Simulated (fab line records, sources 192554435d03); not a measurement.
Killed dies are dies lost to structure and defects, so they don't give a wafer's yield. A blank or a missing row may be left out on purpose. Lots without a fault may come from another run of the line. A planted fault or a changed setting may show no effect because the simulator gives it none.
fab line records | flow n5_finfet
record lots=13 wafers=32 last_day=19
route steps=1938 shown BEOL_M9@1456 BEOL_M10@1473 PASSIVATION@1936
lots that met no fault: from a run of the same line without faults
start_h: hours from the record's first day to the start of the lot's first wafer shown | wait_h: hours since the lot's step before | " the same as in the row above | L1.1+2: a row that stands for several wafers | - no value, or no start given | * or withheld: withheld | < > ~ a bound
route shown NAME@n: a module of which the file shows steps, and the number in the route of the first | usual: mean/standard deviation of fault-free wafers | same: alike in all rows | chamber/n: place in a boat | sites: the reading at each site | _std_site: their standard deviation | _edge_site: outer sites' mean less inner sites' | radius_mm: how far each site lies from the wafer's centre | mask NAME#n: copy n | behind: the tool/chamber that last shaped the wafer | hold: why the lot was held/for how many hours/how that ended | device: the transistor (n, p or np) that didn't switch | end of line: the same wafers' tests at the end of the route | a step without rows: its recipe alone | killed: dies lost to structure and defects at the first sort, not the wafer's yield | map: a wafer's dies, x killed, . not, _ none there
set.NAME: the setting as run; set.NAME@STEP: as run at that earlier step | model.NAME: the simulator's own value behind a step, which no gauge read
steps of the route over a sample of lots; a table a step, a row a wafer
services: from which hour (start_h, from the record's first day; less than 0 if before it) a tool's chamber was out of use, for how many hours, and why
## steps
# step N5_BEOL_M9_DEGAS_44
# recipe ambient=vacuum temp_c=250 time_s=60
# usual heater_power_w=336/29
# columns lot.wafer tool chamber start_h wait_h heater_power_w
L843.1 pvd_sputter-03 - 210.27 0.3 345
L843.3 " - " " 379
L844.1 pvd_sputter-01 - 215.91 0.9 318
L844.2 " - " " 306
L844.5 " - " " 336
L848.2 pvd_sputter-01 - 236.02 0.5 317
L848.3 " - " " 311
L848.6 " - " " 324
L851.1 pvd_sputter-01 - 250.63 0.3 330
L851.2 " - " " 319
L851.5 " - " " 305
L854.2 pvd_sputter-03 - 265.14 0.4 379
L854.5 " - " " 349
L855.1 pvd_sputter-03 - 291.95 0.3 316
L855.2 " - " " 403
L855.6 " - " " 315
L857.1 pvd_sputter-03 - 307.01 0.4 349
L857.3 " - " " 396
L857.5 " - " " 310
L860.2 pvd_sputter-02 - 311.22 0.7 315
L860.4 " - " " 317
L859.1 pvd_sputter-03 - 330.14 0.4 306
L859.2 " - " " 382
L859.5 " - " " 341
L862.3 pvd_sputter-02 - 360.83 0.5 313
L862.5 " - " " 357
L862.6 " - " " 304
L865.2 pvd_sputter-03 - 365.96 1.8 390
L865.5 " - " " 398
L866.1 pvd_sputter-02 - 388.86 0.4 356
L866.6 " - " " 310
L864.3 pvd_sputter-01 - 401.30 0.3 320
# step N5_BEOL_M9_CMP_52
# recipe stop_on=SiCOH_lowk t_overpolish_s=7 down_force_psi=1 platen_rpm=50 clearing_platen_down_force_psi=1.5 clearing_platen_rpm=50 post_cmp_clean=cu_alkaline target_thk_nm=140 clearing_platen_pad_velocity_m_s=0.99484 pad_velocity_m_s=0.99484
# usual barrier_field_endpoint_s=29.2/0.74 head_pressure_psi=1.0003/0.0022 motor_current_A=5.8/0.78 overpolish_run_s=7.000/0.0085 platen_rpm=50.00/0.032 retaining_ring_pressure_frac=1.000/0.0051 time_to_endpoint_s=67/3.1
# columns lot.wafer tool chamber start_h wait_h barrier_field_endpoint_s head_pressure_psi motor_current_A overpolish_run_s platen_rpm retaining_ring_pressure_frac time_to_endpoint_s
L843.3 cmp-02 2 213.04 0.2 29.2 0.9980 6.1 6.997 50.00 1.000 70
L843.1 " 3 " " 29.0 1.0014 6.9 7.002 49.91 0.998 65
L844.1 cmp-02 0 217.04 0.3 29.1 0.9997 6.9 6.988 50.00 0.996 72
L844.2 " 1 " " 29.4 0.9985 5.9 6.997 49.99 1.002 71
L844.5 " 0 " " 28.5 1.0021 6.8 7.000 50.01 1.008 69
L848.2 cmp-02 0 237.73 0.2 29.4 1.0014 6.5 6.995 50.04 0.998 69
L848.3 " 3 " " 29.0 1.0004 6.8 6.997 49.93 1.005 68
L848.6 " 0 " " 30.1 1.0020 6.5 6.999 50.05 1.003 70
L851.1 cmp-04 1 251.86 0.3 28.6 0.9988 5.8 7.014 49.98 0.994 67
L851.2 " 3 " " 28.4 1.0020 4.8 7.009 50.05 1.001 70
L851.5 " 2 " " 28.9 0.9983 5.9 7.002 49.96 0.999 65
L854.2 cmp-04 3 266.34 0.2 29.8 1.0011 5.0 6.994 50.01 0.998 67
L854.5 " 2 " " 29.4 1.0004 6.4 6.994 50.01 1.000 66
L855.2 cmp-02 1 294.73 0.2 29.8 1.0020 5.8 6.994 49.97 1.005 70
L855.1 " 3 " " 28.2 1.0006 6.7 7.000 50.03 1.003 67
L855.6 " 0 " " 29.5 1.0013 6.5 6.995 49.92 1.005 68
L857.3 cmp-04 1 308.72 0.2 28.6 1.0016 6.5 7.008 50.03 1.007 64
L857.1 " 3 " " 29.5 0.9969 4.8 6.999 49.99 1.000 66
L857.5 " 2 " " 29.1 1.0006 6.3 6.994 49.96 1.000 63
L860.2 cmp-04 1 313.03 0.3 28.8 0.9998 6.2 6.997 50.01 0.999 66
L860.4 " 3 " " 29.5 0.9982 4.8 7.008 50.01 1.000 66
L859.2 cmp-02 2 331.73 0.2 28.9 0.9986 6.3 6.990 50.02 0.999 65
L859.1 " 0 " " 30.4 0.9978 6.6 7.006 49.98 0.995 73
L859.5 " 1 " " 30.0 1.0008 5.9 7.021 50.02 0.999 70
L862.3 cmp-02 2 362.25 0.3 28.5 0.9990 6.0 6.998 49.97 0.996 64
L862.6 " 3 " " 28.7 1.0005 6.8 6.992 50.06 1.007 62
L862.5 " 0 " " 29.6 1.0014 6.3 6.999 50.02 0.996 69
L865.2 cmp-04 1 367.75 0.3 28.9 0.9996 5.7 6.990 50.03 0.996 68
L865.5 " 1 " " 28.3 0.9993 6.1 7.014 50.02 0.987 67
L866.1 cmp-02 2 391.33 1.1 30.0 1.0015 6.2 6.996 49.96 1.001 71
L866.6 " 0 " " 30.3 1.0017 6.4 6.998 49.97 0.992 74
L864.3 cmp-04 3 405.39 0.2 27.9 0.9995 4.8 6.996 49.97 1.008 64
# step N5_BEOL_M9_THK_MEAS_53
# recipe thk_meas_gauge=xrf reads=Cu_of_BEOL_M9_ECD_50
# usual M9_THK=140/3.3
# columns lot.wafer tool chamber start_h wait_h M9_THK[nm]
L843.1 film_metro-02 - 213.29 - 139
L843.3 " - " " 147
L844.1 film_metro-02 - 217.33 - 140
L844.2 " - " " 141
L844.5 " - " " 142
L848.2 film_metro-01 - 238.02 - 137
L848.3 " - " " 138
L848.6 " - " " 143
L851.1 film_metro-02 - 252.16 - 133
L851.2 " - " " 138
L851.5 " - " " 137
L854.2 film_metro-02 - 266.59 - 140
L854.5 " - " " 137
L855.1 film_metro-02 - 294.99 - 141
L855.2 " - " " 139
L855.6 " - " " 139
L857.1 film_metro-01 - 309.02 - 139
L857.3 " - " " 136
L857.5 " - " " 137
L860.2 film_metro-01 - 313.29 - 144
L860.4 " - " " 138
L859.1 film_metro-01 - 331.98 - 140
L859.2 " - " " 140
L859.5 " - " " 146
L862.3 film_metro-02 - 362.43 - 144
L862.5 " - " " 138
L862.6 " - " " 137
L865.2 film_metro-02 - 368.00 - 139
L865.5 " - " " 140
L866.1 film_metro-01 - 391.52 - 141
L866.6 " - " " 143
L864.3 film_metro-01 - 405.68 - 138
# step N5_BEOL_M10_PECVD_70
# recipe material=SiO2 target_thk_a=200 temp_c=400 precursor=TEOS/O2 pressure_torr=5.5 rf_w=450 teos_flow_sccm=53.8 gas=O2 flow_sccm=3000 time_s=22.7
# usual heater_power_outer_w=439/59 heater_power_w=712/95 showerhead_plenum_p_Torr=8.81/0.075 throttle_valve_pct=22.6/1.6
# columns lot.wafer tool chamber start_h wait_h heater_power_outer_w heater_power_w showerhead_plenum_p_Torr throttle_valve_pct
L843.1 pecvd-04 2 214.12 0.0 417 732 8.83 21.9
L843.3 " 0 " " 520 827 8.71 25.1
L844.1 pecvd-01 1 218.16 0.0 371 638 8.85 21.3
L844.2 " 0 " " 437 780 8.74 22.9
L844.5 " 1 " " 371 619 8.84 21.3
L848.2 pecvd-03 2 238.85 0.0 337 551 8.79 19.7
L848.3 " 1 " " 447 717 8.91 23.7
L848.6 " 1 " " 441 711 8.92 23.6
L851.1 pecvd-03 0 252.98 0.0 476 776 8.95 24.3
L851.2 " 2 " " 342 550 8.77 19.4
L851.5 " 2 " " 344 550 8.80 19.9
L854.2 pecvd-01 0 267.42 0.0 471 813 8.74 23.0
L854.5 " 2 " " 465 724 8.81 20.6
L855.1 pecvd-03 2 295.82 0.0 297 489 8.77 19.7
L855.2 " 1 " " 464 758 8.89 23.8
L855.6 " 0 " " 432 713 8.94 24.6
L857.1 pecvd-03 0 309.84 0.0 461 771 8.94 24.2
L857.3 " 2 " " 340 530 8.80 19.7
L857.5 " 2 " " 330 535 8.77 20.1
L860.2 pecvd-01 1 314.14 0.0 415 676 8.85 21.1
L860.4 " 1 " " 411 680 8.87 21.4
L859.1 pecvd-04 2 332.81 0.0 398 703 8.86 22.4
L859.2 " 0 " " 509 820 8.73 25.1
L859.5 " 2 " " 400 709 8.83 22.7
L862.3 pecvd-04 2 363.27 0.0 373 674 8.82 22.6
L862.5 " 2 " " 364 674 8.83 22.5
L862.6 " 1 " " 422 604 8.74 23.6
L865.2 pecvd-01 1 368.83 0.0 403 652 8.84 21.5
L865.5 " 1 " " 405 661 8.86 21.3
L866.1 pecvd-01 1 392.34 0.0 408 658 8.84 21.4
L866.6 " 0 " " 484 825 8.74 22.8
L864.3 pecvd-01 1 406.51 0.0 395 647 8.86 21.4
# step N5_BEOL_M10_INSPECT_13
# recipe mode=adi inspect_instrument=brightfield
# usual raw_defect_count=394/86
# columns lot.wafer tool chamber start_h wait_h raw_defect_count
L843.1 defect_inspect-01 - 216.15 0.0 434
L843.3 " - " " 444
L844.1 defect_inspect-02 - 221.68 0.0 447
L844.2 " - " " 402
L844.5 " - " " 462
L848.2 defect_inspect-02 - 240.32 0.0 360
L848.3 " - " " 314
L848.6 " - " " 273
L851.1 defect_inspect-02 - 253.73 0.0 327
L851.2 " - " " 522
L851.5 " - " " 324
L854.2 defect_inspect-01 - 269.17 0.0 314
L854.5 " - " " 218
L855.1 defect_inspect-02 - 296.53 0.0 250
L855.2 " - " " 309
L855.6 " - " " 478
L857.1 defect_inspect-01 - 311.11 0.0 378
L857.3 " - " " 318
L857.5 " - " " 288
L860.2 defect_inspect-01 - 315.02 0.0 240
L860.4 " - " " 295
L859.1 defect_inspect-02 - 333.71 0.0 469
L859.2 " - " " 553
L859.5 " - " " 348
L862.3 defect_inspect-01 - 363.76 0.0 378
L862.5 " - " " 462
L862.6 " - " " 457
L865.2 defect_inspect-02 - 372.54 0.0 1888
L865.5 " - " " 1932
L866.1 defect_inspect-02 - 393.25 0.0 2067
L866.6 " - " " 379
L864.3 defect_inspect-02 - 407.25 0.0 1795
# step N5_PASSIVATION_PROBE_49
# usual defect_limited_yield=91.3/1.7 killed_at_M0_to_M3=33/9.9 killed_at_M4_up=14/6.4 killed_at_contacts=12/7 killed_at_front_end=41/13 killed_at_other=3.1/2.9 killed_dies=103/20 killed_on_rim=13/4 killed_open=67/14 killed_short=34/9.4 sort_bin_4_leakage=0.03/0.24 sort_bin_5_function=5.1/1.1 sort_bin_6_memory=3.2/0.79 sort_n_pass=1077/21 sort_yield_pct=91.2/1.7
# same gross_dies=1180 killed_at_back_side=0 sort_bin_8_speed[%]=0
# columns lot.wafer tool chamber start_h wait_h defect_limited_yield[%] killed_at_M0_to_M3 killed_at_M4_up killed_at_contacts killed_at_front_end killed_at_other killed_dies killed_on_rim killed_open killed_short sort_bin_4_leakage[%] sort_bin_5_function[%] sort_bin_6_memory[%] sort_n_pass sort_yield_pct[%]
L843.1 prober-02 - 265.56 0.0 92.0 29 15 11 37 2 94 12 66 27 0 5.2 2.6 1086 92.0
L843.3 prober-02 - 265.66 0.1 90.7 31 16 34 29 0 110 14 72 37 0 5.6 3.3 1070 90.7
L844.1 prober-02 - 270.93 0.0 92.3 32 12 14 32 1 91 12 70 21 0 4.5 3.0 1089 92.3
L844.2 prober-02 - 270.98 0.1 89.9 64 5 7 42 1 119 17 74 45 0 5.8 3.9 1061 89.9
L844.5 prober-02 - 271.13 0.2 93.6 22 12 3 34 4 75 8 51 24 0 4.2 2.1 1105 93.6
L851.1 prober-01 - 304.99 0.0 90.7 27 16 6 55 6 110 12 58 48 0 5.9 2.9 1070 90.7
L851.2 prober-01 - 305.04 0.1 92.5 37 5 9 37 1 89 8 47 40 0 4.6 2.8 1091 92.5
L851.5 prober-01 - 305.19 0.2 91.9 27 8 6 49 6 96 14 54 40 0 5.2 2.7 1084 91.9
L854.5 prober-02 - 317.56 0.2 92.3 19 11 14 43 4 91 15 48 30 0 3.7 3.1 1089 92.3
L855.6 prober-01 - 345.70 0.3 90.8 32 25 21 25 6 109 18 74 28 0 5.4 3.2 1071 90.8
L857.1 prober-01 - 362.88 0.0 89.7 39 8 26 44 5 122 10 71 51 0 5.1 4.8 1058 89.7
L857.3 prober-01 - 362.98 0.1 89.7 48 12 7 53 2 122 15 77 44 0 4.7 4.9 1058 89.7
L857.5 prober-01 - 363.08 0.2 87.9 53 14 29 43 4 143 18 91 49 0 6.9 5.0 1037 87.9
L860.2 prober-02 - 378.25 0.1 91.5 34 14 16 34 2 100 13 70 28 0 4.7 3.6 1080 91.5
L860.4 prober-02 - 378.35 0.2 90.6 34 16 7 44 10 111 14 69 38 0 5.0 3.9 1069 90.6
L859.1 prober-02 - 395.11 0.0 92.4 32 10 14 34 0 90 15 44 42 0 4.4 2.6 1090 92.4
L859.2 prober-02 - 395.16 0.1 92.3 27 4 16 39 5 91 14 47 38 0 4.8 2.6 1089 92.3
L859.5 prober-02 - 395.31 0.2 90.8 19 9 29 51 0 108 11 64 43 0 6.3 2.5 1072 90.8
L862.3 prober-02 - 421.18 0.1 93.9 27 14 3 23 5 72 12 48 22 0 3.8 2.0 1108 93.9
L862.5 prober-02 - 421.28 0.2 92.8 33 12 4 34 2 85 5 59 25 0 4.0 3.1 1095 92.8
L862.6 prober-02 - 421.33 0.3 90.9 40 20 6 40 1 107 12 60 47 0 6.1 2.8 1073 90.9
L865.2 prober-01 - 437.73 0.1 82.3 21 130 7 51 0 209 29 67 25 0 9.2 4.8 971 82.3
L866.1 prober-02 - 461.80 0.0 82.1 31 133 5 38 4 211 38 66 27 0 10.6 3.6 969 82.1
L866.6 prober-02 - 462.05 0.3 90.8 40 21 8 33 7 109 11 74 31 0 4.7 4.1 1071 90.8
# killed by level:class
L843.1 FIN_SAQP:geometric_particle:open=16 BEOL_M3:geometric_particle:open=9 MOL_CONTACT_COAG:geometric_particle:open=8 BEOL_M2:geometric_particle:open=6 BEOL_M4:geometric_particle:open=6 FIN_SAQP:geometric_particle:short=5 BEOL_M0_SAQP:geometric_particle:open=5 STI_FIN_REVEAL:geometric_particle:open=3
L843.3 MOL_CONTACT_COAG:geometric_particle:open=20 MOL_CONTACT_COAG:geometric_particle:short=14 BEOL_M3:geometric_particle:open=11 STI_FIN_REVEAL:geometric_particle:open=6 BEOL_M2:geometric_particle:open=6 FIN_SAQP:geometric_particle:open=5 BEOL_M4:geometric_particle:open=5 GATE_CUT:geometric_particle:short=4
L844.1 BEOL_M0_SAQP:geometric_particle:open=12 MOL_CONTACT_COAG:geometric_particle:open=9 STI_FIN_REVEAL:geometric_particle:open=7 FIN_SAQP:geometric_particle:open=5 MOL_CONTACT_COAG:geometric_particle:short=5 BEOL_M2:geometric_particle:open=5 DUMMY_GATE:geometric_particle:open=4 GATE_CUT:geometric_particle:open=4
L844.2 BEOL_M3:geometric_particle:open=20 FIN_SAQP:geometric_particle:short=14 BEOL_M0_SAQP:geometric_particle:short=13 FIN_SAQP:geometric_particle:open=11 BEOL_M0_SAQP:geometric_particle:open=11 MOL_CONTACT_COAG:geometric_particle:open=6 BEOL_M2:geometric_particle:open=6 BEOL_M3:geometric_particle:short=6
L844.5 FIN_SAQP:geometric_particle:short=7 BEOL_M3:geometric_particle:open=7 FIN_SAQP:geometric_particle:open=6 STI_FIN_REVEAL:geometric_particle:open=6 DUMMY_GATE:geometric_particle:open=5 BEOL_M0_SAQP:geometric_particle:open=5 BEOL_M2:geometric_particle:open=5 BEOL_M0_SAQP:geometric_particle:short=3
L851.1 FIN_SAQP:geometric_particle:short=19 FIN_SAQP:geometric_particle:open=7 STI_FIN_REVEAL:geometric_particle:open=6 BEOL_M0_SAQP:geometric_particle:open=6 BEOL_M4:geometric_particle:open=6 SPACER0:geometric_particle:open=5 MOL_CONTACT_COAG:geometric_particle:open=5 BEOL_M1:geometric_particle:open=5
L851.2 GATE_CUT:geometric_particle:short=10 BEOL_M0_SAQP:geometric_particle:open=7 BEOL_M3:geometric_particle:open=7 MOL_CONTACT_COAG:geometric_particle:open=6 BEOL_M1:geometric_particle:open=6 BEOL_M0_SAQP:geometric_particle:short=5 BEOL_M2:geometric_particle:open=5 BEOL_M1:geometric_particle:short=4
L851.5 STI_FIN_REVEAL:geometric_particle:open=16 FIN_SAQP:geometric_particle:short=13 MOL_CONTACT_COAG:geometric_particle:open=6 BEOL_M3:geometric_particle:open=6 BEOL_M4:geometric_particle:short=5 DUMMY_GATE:geometric_particle:open=4 BEOL_M0_SAQP:geometric_particle:open=4 BEOL_M1:geometric_particle:open=4
L854.5 MOL_CONTACT_COAG:geometric_particle:open=12 HKMG_FIN:area_etch=9 FIN_SAQP:geometric_particle:short=6 BEOL_M0_SAQP:geometric_particle:short=6 BEOL_M4:geometric_particle:open=6 FIN_SAQP:geometric_particle:open=5 BEOL_M2:geometric_particle:open=5 DUMMY_GATE:geometric_particle:open=4
L855.6 MOL_CONTACT_COAG:geometric_particle:open=17 BEOL_M4:geometric_particle:open=10 BEOL_M3:geometric_particle:open=9 BEOL_M2:geometric_particle:open=7 FIN_SAQP:geometric_particle:short=5 FIN_SAQP:geometric_particle:open=5 BEOL_M3:geometric_particle:short=5 DUMMY_GATE:geometric_particle:open=4
L857.1 MOL_CONTACT_COAG:geometric_particle:open=19 BEOL_M0_SAQP:geometric_particle:short=14 FIN_SAQP:geometric_particle:short=9 STI_FIN_REVEAL:geometric_particle:open=8 BEOL_M0_SAQP:geometric_particle:open=8 FIN_SAQP:geometric_particle:open=7 MOL_CONTACT_COAG:geometric_particle:short=7 BEOL_M3:geometric_particle:open=6
L857.3 BEOL_M3:geometric_particle:open=16 FIN_SAQP:geometric_particle:short=15 STI_FIN_REVEAL:geometric_particle:open=11 FIN_SAQP:geometric_particle:open=9 GATE_CUT:geometric_particle:short=9 BEOL_M0_SAQP:geometric_particle:short=8 BEOL_M4:geometric_particle:open=8 MOL_CONTACT_COAG:geometric_particle:open=7
L857.5 MOL_CONTACT_COAG:geometric_particle:open=24 BEOL_M3:geometric_particle:open=12 BEOL_M2:geometric_particle:open=11 FIN_SAQP:geometric_particle:open=10 FIN_SAQP:geometric_particle:short=9 STI_FIN_REVEAL:geometric_particle:open=9 GATE_CUT:geometric_particle:short=7 BEOL_M0_SAQP:geometric_particle:short=7
L860.2 MOL_CONTACT_COAG:geometric_particle:open=14 BEOL_M3:geometric_particle:open=9 STI_FIN_REVEAL:geometric_particle:open=9 BEOL_M0_SAQP:geometric_particle:short=7 BEOL_M0_SAQP:geometric_particle:open=6 BEOL_M4:geometric_particle:open=6 FIN_SAQP:geometric_particle:open=5 FIN_SAQP:geometric_particle:short=4
L860.4 FIN_SAQP:geometric_particle:short=15 BEOL_M0_SAQP:geometric_particle:open=10 FIN_SAQP:geometric_particle:open=7 STI_FIN_REVEAL:geometric_particle:open=7 MOL_CONTACT_COAG:geometric_particle:open=7 BEOL_M0_SAQP:geometric_particle:short=7 BEOL_M4:geometric_particle:open=7 BEOL_M3:geometric_particle:open=6
L859.1 BEOL_M0_SAQP:geometric_particle:short=13 FIN_SAQP:geometric_particle:short=12 MOL_CONTACT_COAG:geometric_particle:open=11 BEOL_M2:geometric_particle:open=8 GATE_CUT:geometric_particle:short=4 BEOL_M0_SAQP:geometric_particle:open=4 FIN_SAQP:geometric_particle:open=3 MOL_CONTACT_COAG:geometric_particle:short=3
L859.2 FIN_SAQP:geometric_particle:short=11 FIN_SAQP:geometric_particle:open=9 MOL_CONTACT_COAG:geometric_particle:open=9 BEOL_M3:geometric_particle:open=8 GATE_CUT:geometric_particle:short=7 MOL_CONTACT_COAG:geometric_particle:short=7 BEOL_M1:geometric_particle:open=5 GATE_CUT:geometric_particle:open=4
L859.5 MOL_CONTACT_COAG:geometric_particle:open=24 FIN_SAQP:geometric_particle:short=16 FIN_SAQP:geometric_particle:open=13 BEOL_M0_SAQP:geometric_particle:open=6 GATE_CUT:geometric_particle:short=5 MOL_CONTACT_COAG:geometric_particle:short=5 STI_FIN_REVEAL:geometric_particle:open=4 BEOL_M0_SAQP:geometric_particle:short=4
L862.3 BEOL_M3:geometric_particle:open=9 BEOL_M4:geometric_particle:open=7 FIN_SAQP:geometric_particle:short=6 BEOL_M2:geometric_particle:open=5 DUMMY_GATE:geometric_particle:open=4 BEOL_M0:geometric_particle:open=4 BEOL_M1:geometric_particle:open=4 MOL_CONTACT_COAG:geometric_particle:open=3
L862.5 BEOL_M3:geometric_particle:open=11 FIN_SAQP:geometric_particle:open=10 BEOL_M2:geometric_particle:open=7 FIN_SAQP:geometric_particle:short=6 DUMMY_GATE:geometric_particle:open=5 BEOL_M5:geometric_particle:open=5 MOL_CONTACT_COAG:geometric_particle:open=4 BEOL_M1:geometric_particle:open=4
L862.6 GATE_CUT:geometric_particle:short=13 BEOL_M0_SAQP:geometric_particle:short=8 BEOL_M2:geometric_particle:open=8 BEOL_M4:geometric_particle:open=7 BEOL_M3:geometric_particle:open=7 BEOL_M1:geometric_particle:open=6 BEOL_M3:geometric_particle:short=6 FIN_SAQP:geometric_particle:open=5
L865.2 BEOL_M10:unspecified=117 FIN_SAQP:geometric_particle:open=9 STI_FIN_REVEAL:geometric_particle:open=9 FIN_SAQP:geometric_particle:short=8 MOL_CONTACT_COAG:geometric_particle:open=7 BEOL_M0_SAQP:geometric_particle:open=7 DUMMY_GATE:geometric_particle:open=6 BEOL_M0_SAQP:geometric_particle:short=4
L866.1 BEOL_M10:unspecified=113 BEOL_M3:geometric_particle:open=11 BEOL_M4:geometric_particle:open=10 STI_FIN_REVEAL:geometric_particle:open=8 BEOL_M0_SAQP:geometric_particle:open=7 FIN_SAQP:geometric_particle:short=5 BEOL_M0_SAQP:geometric_particle:short=5 HKMG_FIN:area_etch=5
L866.6 BEOL_M0_SAQP:geometric_particle:open=16 STI_FIN_REVEAL:geometric_particle:open=10 BEOL_M4:geometric_particle:open=9 FIN_SAQP:geometric_particle:open=6 BEOL_M1:geometric_particle:open=6 MOL_CONTACT_COAG:geometric_particle:open=6 BEOL_M2:geometric_particle:open=5 BEOL_M3:geometric_particle:open=5
## services
# columns tool chamber start_h hours kind
pecvd-03 - 189.70 2.8 pm
pecvd-01 2 217.52 5.5 scheduled_down
pecvd-04 0 231.97 6.2 repair
pecvd-01 0 233.33 2.1 scheduled_down
cmp-04 - 241.42 2.1 repair
cmp-02 - 244.87 0.2 repair
cmp-04 - 249.30 1.0 repair
cmp-02 - 252.15 4.3 repair
pecvd-01 2 258.14 2.1 scheduled_down
cmp-02 - 259.02 1.9 repair
cmp-04 - 259.07 1.8 repair
pvd_sputter-02 - 269.38 29.2 repair
cmp-04 - 282.79 4.9 pm
cmp-02 - 289.64 0.3 repair
cmp-02 - 295.55 1.3 repair
pecvd-01 0 296.54 5.5 scheduled_down
cmp-04 - 325.74 2.8 repair
cmp-04 - 335.17 0.3 repair
cmp-02 - 354.01 1.7 repair
pvd_sputter-03 - 355.87 6.6 repair
cmp-02 - 362.40 8.2 pm
cmp-04 - 371.89 4.3 pm
pecvd-01 - 393.43 1.5 repair
pvd_sputter-02 - 394.55 4.0 repair
## key
first_sign step=N5_BEOL_M10_INSPECT_13 reading=raw_defect_count direction=up sigmas=18 usual=394 struck=1920
effect step=N5_PASSIVATION_PROBE_49 reading=killed_at_M4_up direction=up sigmas=18 usual=14 struck=132
more_kills_born_at N5_BEOL_M10_PECVD_70@pecvd-01=230
met_at N5_BEOL_M10_PECVD_70
struck_lots L864,L865,L866
struck_wafers L864.3,L865.2,L865.5,L866.1
rows_end L864.3,L865.5
not_acting_at N5_BEOL_M9_DEGAS_44,N5_BEOL_M9_CMP_52,N5_BEOL_M9_THK_MEAS_53
onset_between 314.14 368.83
fault kind=chamber_particle_source tool=pecvd-01 chamber=1 onset_h=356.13 steps=N5_BEOL_M10_PECVD_70 rate_per_visit_cm2=2.1961
# rows_end: these wafers met a further fault down the route, and their rows from its step on are left out
